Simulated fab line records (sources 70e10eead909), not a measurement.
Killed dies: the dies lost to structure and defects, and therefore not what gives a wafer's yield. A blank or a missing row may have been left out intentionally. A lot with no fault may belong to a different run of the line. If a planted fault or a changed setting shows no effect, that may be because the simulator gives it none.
Chamber matching ; flow nand harc ; NHARC_A_STAIRCASE_DEP_417 on pecvd-03 has 3 sister chambers
The step deposits Si3N4, target thk 60 nm. 3 wafers are shown with their chamber, then 8 later ones without.

== EACH WAFER AND ITS CHAMBER ==
wafer;chamber;heater power w (W)
L081.2;1;807
L087.6;0;804
L089.2;2;843

== WAFERS WITH NO CHAMBER GIVEN ==
wafer;heater power w (W)
L089.4;850
L089.5;769
L092.1;702
L092.3;829
L092.5;835
L094.1;804
L094.4;749
L094.5;814

== WHICH CHAMBER EACH ONE RAN IN ==
wafer;from the rows above;in truth
L089.4;can't be placed: 2 or 1 or 0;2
L089.5;can't be placed: 0 or 1 or 2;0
L092.1;can't be placed: 0 or 1 or 2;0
L092.3;can't be placed: 2 or 1 or 0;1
L092.5;can't be placed: 2 or 1 or 0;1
L094.1;can't be placed: 0 or 1 or 2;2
L094.4;can't be placed: 0 or 1 or 2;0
L094.5;can't be placed: 1 or 0 or 2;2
Placed correctly: 0 of 8. Unplaceable from these rows: 8, with the true chamber sitting among the candidates in 8. 0 placed wrongly.
How it was worked out, from the rows above alone: a wafer's distance from a chamber is the root of the sum, over the readings, of the square of ((its reading less the chamber's mean) divided by the reading's scatter). If the next closest chamber is less than 2 further off than the closest, the wafer can't be placed; otherwise it belongs to the closest. Each chamber's mean is taken over the wafers shown for it. The scatter: root of mean squared gap, hidden wafer to nearest shown wafer, with one shown wafer a chamber.
